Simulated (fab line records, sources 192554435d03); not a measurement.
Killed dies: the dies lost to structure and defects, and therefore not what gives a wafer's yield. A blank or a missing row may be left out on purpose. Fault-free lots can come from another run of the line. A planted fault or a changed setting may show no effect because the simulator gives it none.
Matching of chambers ; flow n5_finfet ; 4 sister chambers for N5_BEOL_M12_DESCUM_33 on rie_diel-02
The step chemistry O2, time 7.9 s. 4 wafers are shown with their chamber, then 9 later ones without.

== EACH WAFER AND ITS CHAMBER ==
wafer;chamber;showerhead_plenum_p_Torr (Torr)
L084.5;3;2.15
L085.1;2;2.04
L085.2;0;2.20
L085.6;1;2.18

== WAFERS WITH NO CHAMBER GIVEN ==
wafer;showerhead_plenum_p_Torr (Torr)
L083.1;2.18
L083.3;2.20
L083.5;2.15
L089.1;2.04
L089.2;2.20
L089.5;2.20
L093.3;2.14
L093.5;2.18
L093.6;2.03

== WHICH CHAMBER EACH ONE RAN IN ==
wafer;from the rows above;in truth
L083.1;1;1
L083.3;0;0
L083.5;3;3
L089.1;2;2
L089.2;0;0
L089.5;0;0
L093.3;3;3
L093.5;1;1
L093.6;2;2
Placed correctly: 9 of 9. Number that these rows cannot place: 0. Placed wrongly: 0.
How it was worked out, from the rows above alone: a wafer's distance from a chamber is the root of the sum, over the readings, of the square of ((its reading less the chamber's mean) divided by the reading's scatter). The wafer belongs to the nearest chamber; if the next one is less than 2 further off, it can't be placed. Each chamber's mean is taken over the wafers shown for it. The scatter: root of mean squared gap, hidden wafer to nearest shown wafer, with one shown wafer a chamber.
